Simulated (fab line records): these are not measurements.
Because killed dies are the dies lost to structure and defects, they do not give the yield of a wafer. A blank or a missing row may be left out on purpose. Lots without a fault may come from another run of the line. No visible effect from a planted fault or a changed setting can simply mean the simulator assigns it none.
Chamber matching + flow nand harc + NHARC_A_CONTACT_DEP_24 on pecvd-04 has 3 sister chambers
The step deposits SiO2, target thk 500 nm. 3 wafers are shown with their chamber, then 8 later ones without.

== EACH WAFER AND ITS CHAMBER ==
| wafer  | chamber | throttle valve pct (%) |
|--------|---------|------------------------|
| L399.2 | 0       | 16.4                   |
| L399.4 | 1       | 16.1                   |
| L409.1 | 2       | 16.4                   |

== WAFERS MISSING THEIR CHAMBER ==
| wafer  | throttle valve pct (%) |
|--------|------------------------|
| L409.2 | 16.1                   |
| L409.5 | 16.3                   |
| L413.1 | 16.2                   |
| L413.5 | 16.2                   |
| L413.6 | 16.4                   |
| L415.2 | 16.1                   |
| L415.5 | 16.2                   |
| L415.6 | 16.3                   |

== CHAMBER TAKEN BY EACH ==
| wafer  | from the rows above          | in truth                   |
|--------|------------------------------|----------------------------|
| L409.2 | 1                            | 1                          |
| L409.5 | can't be placed: 0 or 2 or 1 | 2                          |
| L413.1 | can't be placed: 1 or 0 or 2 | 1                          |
| L413.5 | can't be placed: 1 or 0 or 2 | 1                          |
| L413.6 | can't be placed: 0 or 2      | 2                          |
| L415.2 | 1                            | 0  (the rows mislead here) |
| L415.5 | can't be placed: 1 or 0 or 2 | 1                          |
| L415.6 | can't be placed: 0 or 2 or 1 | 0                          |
1 of 8 placed correctly. Cannot be placed on the basis of these rows: 6; the candidates contain the true chamber in 6. Placed wrongly: 1.
How it was worked out, from the rows above alone: a wafer's distance from a chamber is the root of the sum, over the readings, of the square of ((its reading less the chamber's mean) divided by the reading's scatter). If the next closest chamber is less than 2 further off than the closest, the wafer can't be placed; otherwise it belongs to the closest. The mean given for a chamber averages the wafers shown for that chamber. The scatter: with one shown wafer a chamber, the root of the mean of the squares of how far each hidden wafer lies from its nearest shown one.
